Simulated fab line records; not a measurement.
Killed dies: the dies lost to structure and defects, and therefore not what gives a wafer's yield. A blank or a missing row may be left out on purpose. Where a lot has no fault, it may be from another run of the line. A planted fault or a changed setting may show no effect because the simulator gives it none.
Matching of chambers | flow nand harc | NHARC_A_CHANNEL_FILL_D2_STRIP_28 on rie diel-10: 4 sister chambers
The step strips in O2, time 20 s. 22 wafers are shown with their chamber, then 11 later ones without.

## EACH WAFER AND ITS CHAMBER
wafer  | chamber | drypump motor current A (A) | rf vpp V (V) | oes product au (a.u.)
L077.2 | 1       | 5.8                         | 59.1         | 0.993
L077.4 | 0       | 5.8                         | 57.3         | 0.969
L077.6 | 1       | 5.8                         | 57.5         | 0.995
L079.1 | 1       | 5.8                         | 60.4         | 0.994
L079.2 | 2       | 5.9                         | 57.2         | 1.001
L079.5 | 1       | 5.8                         | 60.4         | 1.003
L081.1 | 2       | 5.9                         | 58.2         | 1.013
L081.3 | 1       | 5.8                         | 59.5         | 0.992
L081.6 | 2       | 5.9                         | 57.3         | 0.993
L080.3 | 2       | 5.9                         | 57.2         | 0.991
L080.5 | 0       | 5.8                         | 58.0         | 0.981
L080.6 | 3       | 6.0                         | 56.9         | 1.003
L083.1 | 2       | 6.0                         | 56.0         | 1.005
L083.2 | 1       | 5.8                         | 57.8         | 0.997
L083.5 | 3       | 6.0                         | 56.5         | 1.007
L086.2 | 1       | 5.8                         | 57.1         | 1.020
L086.3 | 3       | 6.1                         | 58.5         | 0.990
L086.6 | 0       | 5.8                         | 58.1         | 1.000
L089.1 | 0       | 5.8                         | 56.4         | 1.002
L089.3 | 3       | 6.0                         | 57.9         | 0.991
L089.4 | 1       | 5.8                         | 58.1         | 1.011
L090.2 | 3       | 6.1                         | 57.8         | 0.996

SIGNATURES (averages over the wafers above)
reading                 | chamber 0 | chamber 1 | chamber 2 | chamber 3 | scatter within a chamber
drypump motor current A | 5.800     | 5.800     | 5.920     | 6.040     | 0.0333
rf vpp V                | 57.450    | 58.737    | 57.180    | 57.520    | 1.02
oes product au          | 0.98800   | 1.00062   | 1.00060   | 0.99740   | 0.0106
Rule: for each reading, subtract the chamber's mean from the wafer's reading, divide by that reading's scatter and square the result; add these up over the readings and take the root, which gives the wafer's distance from the chamber. If the next closest chamber is less than 2 further off than the closest, the wafer can't be placed; otherwise it belongs to the closest. The scatter: take each reading less its chamber's mean, square it, sum over the shown wafers, divide by the number of wafers less the number of chambers, and take the root.

## WAFERS WITH NO CHAMBER GIVEN
wafer  | drypump motor current A (A) | rf vpp V (V) | oes product au (a.u.)
L090.3 | 5.9                         | 56.8         | 1.000
L090.6 | 5.8                         | 59.0         | 1.008
L093.2 | 5.8                         | 58.3         | 1.008
L093.3 | 6.0                         | 56.9         | 1.007
L093.5 | 6.0                         | 57.5         | 0.997
L096.1 | 5.9                         | 57.6         | 1.010
L096.3 | 5.8                         | 58.4         | 1.004
L096.4 | 5.8                         | 58.7         | 1.009
L097.2 | 5.8                         | 57.1         | 1.003
L097.4 | 5.9                         | 57.3         | 0.992
L097.5 | 5.9                         | 56.5         | 0.997

## CHAMBER TAKEN BY EACH
wafer  | from the rows above     | in truth
L090.3 | 2                       | 2
L090.6 | can't be placed: 1 or 0 | 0
L093.2 | can't be placed: 1 or 0 | 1
L093.3 | can't be placed: 3 or 2 | 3
L093.5 | can't be placed: 3 or 2 | 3
L096.1 | 2                       | 2
L096.3 | can't be placed: 1 or 0 | 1
L096.4 | can't be placed: 1 or 0 | 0
L097.2 | can't be placed: 0 or 1 | 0
L097.4 | 2                       | 2
L097.5 | 2                       | 2
Correctly placed: 4 of 11. Can't be placed from these rows: 7 (the true chamber is among the candidates in 7). 0 placed wrongly.
